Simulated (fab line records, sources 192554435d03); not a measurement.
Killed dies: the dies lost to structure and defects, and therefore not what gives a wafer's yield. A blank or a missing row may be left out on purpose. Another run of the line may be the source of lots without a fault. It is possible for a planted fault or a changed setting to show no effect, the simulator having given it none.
A lot that was struck, set against a sound lot    flow n5 finfet    21 steps out of a route of 1938
Sound: the wafers L617.1, L617.5, L617.6. The struck wafers were L634.2, L634.5, L634.6. The cause comes at the end.
Per side, at each step with rows, come the tool, then ch with its chambers, and then its first start. Under that, the readings that differ: sound wafers    struck wafers    difference of the means    sigmas: that difference in standard deviations of wafers without a fault.
alike: words and numbers the same on both sides, and readings whose means are apart by under 2 such deviations; not compared: readings that were withheld, readings missing a value for some wafer, numbers with overlapping values and no deviation given by the record, and bounds like >300 which may hide the same value.
Wherever a step has rows on one side only, a row that says differs or no value, or a row with sigmas, the two part there. Non-overlapping numbers with no deviation appear without sigmas and do not part them. A reading missing from all wafers of one side parts the sides only when that side holds two or more wafers.

first, 7 steps without rows for these wafers: N5_BEOL_M3_COAT_73 (time 60 s, resist thk 5 nm); N5_BEOL_M3_COAT_05 (resist thk 30 nm); N5_BEOL_M3_EBR_07; N5_BEOL_M3_SOFTBAKE_06 (time 60 s); N5_BEOL_M3_EXPOSE_08 (exposes mask M3); N5_BEOL_M3_PEB_09 (peb time 60 s); N5_BEOL_M3_DEVELOP_10 (develop time 30 s).
N5_BEOL_M3_CD_MEAS_11 targets a cd of 17.05 nm.
  sound on cd sem-02 ch 0, day 6 22:50; struck on cd sem-03 ch 0, day 10 20:17
  alike: cd nm
N5_BEOL_M3_OVL_MEAS_12:
  sound on overlay-02 ch 0, day 6 22:52; struck on overlay-01 ch 0, day 10 20:19
  alike: M3_OVL
N5_BEOL_M3_DESCUM_16: chemistry O2, time 7 s.
  sound on rie diel-05 ch 0,3, day 6 22:58; struck on rie diel-05 ch 0,2,3, day 10 20:25
  alike: bias power w, drypump motor current A, oes product au, rf vpp V, showerhead plenum p Torr, throttle valve pct
  not compared: rf hours counter h
N5_BEOL_M3_ETCH_74: etches underlayer in N2/H2, target depth 6.5 nm, time 5.2 s.
  sound on rie diel-05 ch 0,3, day 6 23:00; struck on rie diel-05 ch 0,2,3, day 10 20:26
  alike: bias w, chamber pressure mTorr, drypump motor current A, etch rf on time s, n2 flow sccm, oes product au, rf vpp V, showerhead plenum p Torr, throttle valve pct
  not compared: rf hours counter h
N5_BEOL_M3_ETCH_63: etches SiARC in CF4, target depth 15.6 nm, time 26 s.
  sound on rie diel-05 ch 0,3, day 6 23:01; struck on rie diel-05 ch 0,2,3, day 10 20:28
  no value came back on the struck wafers for any of 8 readings (bias w (W), cf4 flow sccm (sccm) and others); on the sound wafers bias w (W) reads 35.98 35.97 35.85
reading                                       sound       struck          difference  sigmas
model.CAR-EUV_of_BEOL_M3_COAT_05.thk nm (nm)  11 11 11.2  20.4 20.4 20.4  +9.3        
  not compared: rf hours counter h
N5_BEOL_M3_ETCH_64: etches SOC in N2/H2, target depth 75 nm, overetch 15 nm, time 112.5 s.
  sound on rie diel-05 ch 0,3, day 6 23:02; struck on rie diel-05 ch 0,2,3, day 10 20:29
reading                sound           struck          difference  sigmas
oes product au (a.u.)  0.57 0.62 0.57  0.28 0.26 0.30  -0.31       -5
  alike: bias w, chamber pressure mTorr, drypump motor current A, n2 flow sccm, rf vpp V, showerhead plenum p Torr, throttle valve pct
  not compared: rf hours counter h
then, 2 steps without rows for these wafers: N5_BEOL_M3_STRIP_65 (strips in N2/H2); N5_BEOL_M3_STRIP_75 (strips in N2/H2).
N5_BEOL_M3_STRIP_66: strips in CF4.
  sound on rie diel-05 ch 0,3, day 6 23:10; struck on rie diel-05 ch 0,2,3, day 10 20:37
  alike: bias power w, drypump motor current A, oes product au, power w, rf vpp V, showerhead plenum p Torr, throttle valve pct
  not compared: rf hours counter h
N5_BEOL_M3_HM_OPEN_17: chemistry Cl2/BCl3, target TiN, target depth 20 nm, overetch 6 nm.
  sound on rie metal-02 ch 0,1, day 6 23:13; struck on rie metal-01 ch 0,1, day 10 20:39
reading                sound           struck          difference  sigmas
oes product au (a.u.)  0.56 0.68 0.55  0.26 0.32 0.26  -0.32       -4
  alike: drypump motor current A, he backside leak sccm, throttle valve pct
  not compared: rf hours counter h
N5_BEOL_M3_STRIP_19: strips in O2.
  sound on rie diel-03 ch 0,2,3, day 6 23:19; struck on rie diel-03 ch 0,3, day 10 20:46
  alike: drypump motor current A, oes product au, rf vpp V, showerhead plenum p Torr, throttle valve pct
  not compared: rf hours counter h
N5_BEOL_M3_CD_MEAS_18: pitch 36 nm, target cd 18 nm.
  sound on cd sem-03, day 6 23:23; struck on cd sem-01, day 10 20:50
reading     sound           struck  difference                     sigmas
cd nm (nm)  17.8 18.1 17.7  - - -   no value on the struck wafers  
then, 1 step without rows for these wafers: N5_BEOL_M3_COAT_67 (time 60 s, resist thk 60 nm).
N5_BEOL_M4_RC_MEAS_101:
  the record has rows for the sound wafers here (prober-02 ch 0, day 7 12:51) and none for the struck ones

## WHERE THEY PART
Earliest at N5_BEOL_M3_ETCH_63; latest, in this record, at N5_BEOL_M4_RC_MEAS_101.

WHY: the cause the simulator had injected
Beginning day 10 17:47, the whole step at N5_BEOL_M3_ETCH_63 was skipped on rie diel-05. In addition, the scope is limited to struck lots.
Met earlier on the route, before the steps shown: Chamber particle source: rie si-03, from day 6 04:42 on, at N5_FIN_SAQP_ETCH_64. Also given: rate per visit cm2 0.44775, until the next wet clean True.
